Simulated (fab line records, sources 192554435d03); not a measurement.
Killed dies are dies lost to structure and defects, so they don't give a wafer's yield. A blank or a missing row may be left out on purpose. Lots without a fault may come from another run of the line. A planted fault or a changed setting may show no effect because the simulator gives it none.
Which tool did it? | flow n5_finfet | 15 lots, 45 wafers sampled, at 6 steps of a route of 1938

WHAT THE GAUGES READ, wafer by wafer
N5_BEOL_M6_CD_MEAS_18: pitch 80 nm, target cd 40 nm. Usual: cd_nm 40.0 nm, standard deviation 0.48.
lot  | measured     | on        | cd_nm (nm)     | flag
L874 | day 8 18:52  | cd_sem-03 | 39.6 39.9 40.0 |
L876 | day 9 03:33  | cd_sem-02 | 39.9 40.6 40.2 |
L877 | day 9 09:58  | cd_sem-02 | 39.2 39.0 39.3 |
L878 | day 9 12:31  | cd_sem-02 | 40.3 39.7 39.3 |
L879 | day 9 12:56  | cd_sem-01 | 40.6 40.5 40.7 |
L880 | day 10 07:49 | cd_sem-01 | - - -          | OFF
L881 | day 10 07:52 | cd_sem-03 | - - -          | OFF
L882 | day 10 15:11 | cd_sem-02 | - - -          | OFF
L883 | day 11 01:14 | cd_sem-02 | 39.8 39.9 40.4 |
L890 | day 13 05:04 | cd_sem-02 | 39.9 39.8 39.6 |
L892 | day 13 08:02 | cd_sem-01 | 40.5 40.0 40.5 |
L893 | day 13 09:44 | cd_sem-01 | 38.6 39.7 39.7 |
L894 | day 13 12:32 | cd_sem-03 | 40.4 40.1 39.7 |
L896 | day 13 23:56 | cd_sem-01 | 39.9 39.8 39.2 |
L895 | day 14 09:38 | cd_sem-03 | 39.3 39.8 39.8 |

WHICH TOOL RAN EACH LOT (tool, then ch and the chambers of the sampled wafers, then the start)
lot  | N5_BEOL_M5_SPUTTER_83        | N5_BEOL_M5_ANNEAL_84         | N5_BEOL_M5_CO_CAP_78             | N5_BEOL_M6_HM_DEP_02         | N5_BEOL_M6_HM_OPEN_17
L874 | pvd_sputter-01, day 8 12:18  | pvd_sputter-01, day 8 12:23  | cvd_co-01 ch 0,1,2, day 8 15:28  | pvd_sputter-02, day 8 17:49  | rie_metal-03 ch 0,1, day 8 18:41
L876 | pvd_sputter-02, day 8 21:14  | pvd_sputter-02, day 8 21:19  | cvd_co-02 ch 1,2, day 9 00:28    | pvd_sputter-03, day 9 02:31  | rie_metal-03 ch 0,1, day 9 03:22
L877 | pvd_sputter-02, day 9 04:43  | pvd_sputter-02, day 9 04:48  | cvd_co-01 ch 0,1,2, day 9 07:46  | pvd_sputter-03, day 9 08:55  | rie_metal-03 ch 0,1, day 9 09:47
L878 | pvd_sputter-03, day 9 05:44  | pvd_sputter-03, day 9 05:49  | cvd_co-02 ch 0,1,2, day 9 08:47  | pvd_sputter-02, day 9 11:24  | rie_metal-01 ch 0,1, day 9 12:16
L879 | pvd_sputter-01, day 9 05:49  | pvd_sputter-01, day 9 05:53  | cvd_co-01 ch 0,1,2, day 9 08:52  | pvd_sputter-02, day 9 11:36  | rie_metal-01 ch 0,1, day 9 12:46
L880 | pvd_sputter-02, day 10 00:33 | pvd_sputter-02, day 10 00:38 | cvd_co-02 ch 0,1, day 10 03:39   | pvd_sputter-02, day 10 06:28 | rie_metal-01 ch 0,1, day 10 07:38
L881 | pvd_sputter-03, day 10 01:53 | pvd_sputter-03, day 10 01:58 | cvd_co-01 ch 0,1, day 10 04:57   | pvd_sputter-02, day 10 06:41 | rie_metal-02 ch 0,1, day 10 07:40
L882 | pvd_sputter-03, day 10 08:26 | pvd_sputter-03, day 10 08:31 | cvd_co-01 ch 0,1, day 10 11:44   | pvd_sputter-01, day 10 14:08 | rie_metal-01 ch 0,1, day 10 15:01
L883 | pvd_sputter-02, day 10 19:05 | pvd_sputter-02, day 10 19:10 | cvd_co-01 ch 0,1,2, day 10 22:28 | pvd_sputter-01, day 11 00:11 | rie_metal-03 ch 0,1, day 11 01:03
L890 | pvd_sputter-02, day 12 23:15 | pvd_sputter-02, day 12 23:20 | cvd_co-02 ch 0,1, day 13 02:17   | pvd_sputter-01, day 13 04:01 | rie_metal-01 ch 0,1, day 13 04:53
L892 | pvd_sputter-03, day 13 00:41 | pvd_sputter-03, day 13 00:46 | cvd_co-02 ch 0,1,2, day 13 03:44 | pvd_sputter-01, day 13 06:56 | rie_metal-02 ch 0,1, day 13 07:48
L893 | pvd_sputter-02, day 13 03:40 | pvd_sputter-02, day 13 03:45 | cvd_co-01 ch 1,2, day 13 06:43   | pvd_sputter-01, day 13 08:41 | rie_metal-02 ch 0,1, day 13 09:33
L894 | pvd_sputter-03, day 13 05:26 | pvd_sputter-03, day 13 05:31 | cvd_co-01 ch 0,1,2, day 13 08:30 | pvd_sputter-02, day 13 11:21 | rie_metal-02 ch 1, day 13 12:13
L896 | pvd_sputter-02, day 13 17:44 | pvd_sputter-02, day 13 17:49 | cvd_co-02 ch 0,2, day 13 21:09   | pvd_sputter-01, day 13 22:53 | rie_metal-03 ch 0,1, day 13 23:45
L895 | pvd_sputter-01, day 14 01:40 | pvd_sputter-01, day 14 01:44 | cvd_co-02 ch 1,2, day 14 04:42   | pvd_sputter-02, day 14 08:23 | rie_metal-01 ch 1, day 14 09:27
- N5_BEOL_M5_SPUTTER_83: material Cu, target thk 15 nm, time 27.62 s.
- N5_BEOL_M5_ANNEAL_84: time 1800 s.
- N5_BEOL_M5_CO_CAP_78: material Co, precursor CCTBA/H2, target thk 2 nm, time 102.1 s.
- N5_BEOL_M6_HM_DEP_02: deposits TiN, target thk 20 nm.
- N5_BEOL_M6_HM_OPEN_17: chemistry Cl2/BCl3, target TiN, target depth 20 nm, overetch 6 nm.

WHAT THE TOOLS THEMSELVES READ (means of the sampled wafers that have a number; where no wafer has one, the mark that the record gives instead)
N5_BEOL_M5_SPUTTER_83. Usual: throttle_valve_pct 29.8 %, standard deviation 1.1.
lot  | tool           | throttle_valve_pct (%) | flag
L874 | pvd_sputter-01 | 29.8                   |
L876 | pvd_sputter-02 | 29.5                   |
L877 | pvd_sputter-02 | 30.3                   |
L878 | pvd_sputter-03 | 29.7                   |
L879 | pvd_sputter-01 | 30.2                   |
L880 | pvd_sputter-02 | 29.4                   |
L881 | pvd_sputter-03 | 29.2                   |
L882 | pvd_sputter-03 | 30.0                   |
L883 | pvd_sputter-02 | 30.4                   |
L890 | pvd_sputter-02 | 29.9                   |
L892 | pvd_sputter-03 | 29.4                   |
L893 | pvd_sputter-02 | 29.7                   |
L894 | pvd_sputter-03 | 29.3                   |
L896 | pvd_sputter-02 | 29.7                   |
L895 | pvd_sputter-01 | 30.5                   |

N5_BEOL_M5_ANNEAL_84. Usual: heater_power_w 874 W, standard deviation 120.
lot  | tool           | heater_power_w (W) | flag
L874 | pvd_sputter-01 | 861                |
L876 | pvd_sputter-02 | 883                |
L877 | pvd_sputter-02 | 896                |
L878 | pvd_sputter-03 | 945                |
L879 | pvd_sputter-01 | 837                |
L880 | pvd_sputter-02 | 910                |
L881 | pvd_sputter-03 | 1073               |
L882 | pvd_sputter-03 | 883                |
L883 | pvd_sputter-02 | 856                |
L890 | pvd_sputter-02 | 892                |
L892 | pvd_sputter-03 | 795                |
L893 | pvd_sputter-02 | 839                |
L894 | pvd_sputter-03 | 799                |
L896 | pvd_sputter-02 | 880                |
L895 | pvd_sputter-01 | 875                |

N5_BEOL_M5_CO_CAP_78. Usual: heater_power_outer_w 122 W, standard deviation 7.2; heater_power_w 229 W, standard deviation 21.
lot  | tool      | heater_power_outer_w (W) | heater_power_w (W) | flag
L874 | cvd_co-01 | 127                      | 234                |
L876 | cvd_co-02 | 113                      | 222                |
L877 | cvd_co-01 | 127                      | 237                |
L878 | cvd_co-02 | 117                      | 220                |
L879 | cvd_co-01 | 125                      | 238                |
L880 | cvd_co-02 | 123                      | 217                |
L881 | cvd_co-01 | 127                      | 237                |
L882 | cvd_co-01 | 129                      | 257                |
L883 | cvd_co-01 | 126                      | 238                |
L890 | cvd_co-02 | 122                      | 216                |
L892 | cvd_co-02 | 119                      | 221                |
L893 | cvd_co-01 | 125                      | 240                |
L894 | cvd_co-01 | 127                      | 238                |
L896 | cvd_co-02 | 126                      | 230                |
L895 | cvd_co-02 | 114                      | 215                |

N5_BEOL_M6_HM_DEP_02. Usual: chamber_pressure_pa 0.5000 Pa, standard deviation 0.001; substrate_temp_c 25.01 C, standard deviation 0.11; throttle_valve_pct 29.9 %, standard deviation 1.1.
lot  | tool           | chamber_pressure_pa (Pa) | substrate_temp_c (C) | throttle_valve_pct (%) | flag
L874 | pvd_sputter-02 | 0.4999                   | 24.97                | 30.3                   |
L876 | pvd_sputter-03 | 0.4998                   | 24.91                | 29.9                   |
L877 | pvd_sputter-03 | 0.5001                   | 24.98                | 29.7                   |
L878 | pvd_sputter-02 | 0.4997                   | 24.97                | 30.3                   |
L879 | pvd_sputter-02 | 0.5004                   | 25.01                | 30.4                   |
L880 | pvd_sputter-02 | -                        | -                    | -                      | OFF
L881 | pvd_sputter-02 | -                        | -                    | -                      | OFF
L882 | pvd_sputter-01 | -                        | -                    | -                      | OFF
L883 | pvd_sputter-01 | 0.5007                   | 25.04                | 30.1                   |
L890 | pvd_sputter-01 | 0.4994                   | 24.95                | 30.3                   |
L892 | pvd_sputter-01 | 0.5004                   | 24.91                | 29.9                   |
L893 | pvd_sputter-01 | 0.5005                   | 25.00                | 30.1                   |
L894 | pvd_sputter-02 | 0.5005                   | 25.06                | 29.4                   |
L896 | pvd_sputter-01 | 0.5003                   | 25.11                | 30.1                   |
L895 | pvd_sputter-02 | 0.5000                   | 24.93                | 29.8                   |

N5_BEOL_M6_HM_OPEN_17. Usual: chamber_pressure_mTorr 10.000 mTorr, standard deviation 0.0089; drypump_motor_current_A 5.44 A, standard deviation 0.14; oes_product_au 0.68 a.u., standard deviation 0.085; throttle_valve_pct 22.18 %, standard deviation 0.19.
lot  | tool         | chamber_pressure_mTorr (mTorr) | drypump_motor_current_A (A) | oes_product_au (a.u.) | throttle_valve_pct (%) | flag
L874 | rie_metal-03 | 9.995                          | 5.39                        | 0.67                  | 22.25                  |
L876 | rie_metal-03 | 10.000                         | 5.41                        | 0.74                  | 22.11                  |
L877 | rie_metal-03 | 10.002                         | 5.40                        | 0.67                  | 22.26                  |
L878 | rie_metal-01 | 10.000                         | 5.40                        | 0.64                  | 22.20                  |
L879 | rie_metal-01 | 10.006                         | 5.41                        | 0.63                  | 22.20                  |
L880 | rie_metal-01 | 9.994                          | 5.42                        | 0.30                  | 22.89                  | OFF
L881 | rie_metal-02 | 9.998                          | 5.64                        | 0.33                  | 22.81                  | OFF
L882 | rie_metal-01 | 10.013                         | 5.43                        | 0.29                  | 22.89                  | OFF
L883 | rie_metal-03 | 9.997                          | 5.39                        | 0.71                  | 22.13                  |
L890 | rie_metal-01 | 10.004                         | 5.41                        | 0.66                  | 22.24                  |
L892 | rie_metal-02 | 10.001                         | 5.64                        | 0.72                  | 22.17                  |
L893 | rie_metal-02 | 10.006                         | 5.46                        | 0.76                  | 21.99                  |
L894 | rie_metal-02 | 9.999                          | 5.79                        | 0.68                  | 22.34                  |
L896 | rie_metal-03 | 9.998                          | 5.41                        | 0.69                  | 22.15                  |
L895 | rie_metal-01 | 9.999                          | 5.42                        | 0.58                  | 22.20                  |

THE ANSWER, worked out from the rows above alone
Rule: a lot is off if the mean of its wafers that have a number lies more than 3 standard deviations from the usual mean. A lot without any number at a reading at which 4 lots or more have one is off too. The other lots that the step has rows for count as sound. The gauges are gone through in route order, then the tools' own readings, and for those a lot's mean is taken as printed above. The first step at which some lot is off is used, and at that step the reading that is off furthest; a lot without a number counts as furthest.
Off: L880, L881, L882, at N5_BEOL_M6_CD_MEAS_18 (cd_nm). Without a number there: L880, L881, L882.
A tool fits if, at a process step before that reading, it ran every lot that is off, and no sound lot after the first of them. The gauges at N5_BEOL_M6_CD_MEAS_18 aren't tried: what is off there is off at N5_BEOL_M6_HM_DEP_02 too, on other tools, and a gauge's error can't cause that. None of those tried fits.

WHAT THE SIMULATOR HAD PUT IN
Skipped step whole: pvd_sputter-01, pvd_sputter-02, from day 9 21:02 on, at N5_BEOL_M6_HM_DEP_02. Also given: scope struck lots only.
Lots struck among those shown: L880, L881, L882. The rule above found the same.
